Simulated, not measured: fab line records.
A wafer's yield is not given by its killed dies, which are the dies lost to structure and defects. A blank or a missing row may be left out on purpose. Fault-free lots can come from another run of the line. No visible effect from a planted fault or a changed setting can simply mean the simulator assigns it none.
Split-lot study ; flow n5 finfet ; route with 1938 steps; 7 lots, 21 wafers read

THE SPLIT ITSELF
At N5_SD_EPI_P_COAT_34 (time 60 s, resist thk 350 nm), the setting spin rpm was moved away from the recipe's 1500 rpm on 7 of the 21 wafers read, by -7.1% to +7.5%. This setting was run at the recipe's value on the other wafers.

Reading taken at the split's own step.

THE READING
SOC_of_SD_EPI_P_COAT_34.thk nm (the simulator's own value, which no gauge read), in nm, at N5_SD_EPI_P_COAT_34 (time 60 s, resist thk 350 nm). The file does not state a usual value for it. Average 349.9 nm, standard deviation 0.95 nm, over the 14 wafers here run with the recipe.

wafer;tool, chamber at the split;spin rpm as run, rpm;against the recipe;SOC_of_SD_EPI_P_COAT_34.thk nm, nm;against lot-mates on the recipe
L082.2;litho track-05, 0;1591;+6.1%;337.8;-11.0
L082.3;litho track-05, 0;1500;recipe;348.8;-
L082.4;litho track-05, 0;1591;+6.1%;339;-9.8
L083.1;litho track-05, 0;1500;recipe;349;-
L083.2;litho track-05, 0;1612;+7.5%;336.2;-12.8
L083.5;litho track-05, 0;1612;+7.5%;335.6;-13.4
L085.1;litho track-02, 0;1591;+6.1%;340.6;-9.6
L085.2;litho track-02, 0;1500;recipe;350.2;-
L085.4;litho track-02, 0;1591;+6.1%;341;-9.2
L089.3;litho track-02, 0;1500;recipe;350.2;-
L089.4;litho track-02, 0;1500;recipe;350.6;-
L089.5;litho track-02, 0;1500;recipe;350.6;-
L092.3;litho track-02, 0;1393;-7.1%;364;+13.2
L092.4;litho track-02, 0;1500;recipe;350.6;-
L092.6;litho track-02, 0;1500;recipe;351;-
L093.1;litho track-05, 0;1500;recipe;348.4;-
L093.2;litho track-05, 0;1500;recipe;348.4;-
L093.4;litho track-05, 0;1500;recipe;348.6;-
L094.3;litho track-04, 0;1500;recipe;350.8;-
L094.5;litho track-04, 0;1500;recipe;350.8;-
L094.4;litho track-04, 0;1500;recipe;350;-

THE FIT
A straight line over all 21 wafers: SOC_of_SD_EPI_P_COAT_34.thk nm changes by -1.82 nm for each +1% of spin rpm; r = -0.99; the points scatter about the line by 1.1 nm.
The same after taking each lot's own level away (the mean of its wafers on the recipe; 21 wafers): -1.73 nm for each +1%; r = -1.00; scatter 0.48 nm.
On that fit, the largest move of spin rpm shifts the reading by 13 nm.
Measured against the standard deviation above, the lots' own levels, which go from 348.47 to 350.80 nm, span 2.5 times it.
The two slopes agree, so the slope changes little with the lot-to-lot level.
Check: with one of the wafers moved furthest among these (+7.5%) left out of the fit, the line predicts -12.7 nm for it against its lot-mates. It came out at -12.8 nm against them.

THE OTHER SPLITS THESE WAFERS WENT THROUGH
Note: prior to the reading, these wafers also went through further splits. Each is held against what the fit with the lots' levels taken away leaves over:
other split on the same wafers;wafers away from the commonest value;r with SOC_of_SD_EPI_P_COAT_34.thk nm (lot level and that fit taken away)
N5_SD_EPI_N_DESCUM_14 time s;6;-0.16

THE FILE'S OWN FIT
SOC_of_SD_EPI_P_COAT_34.thk nm changes by -1.73 nm for each +1% of spin rpm, r = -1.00.
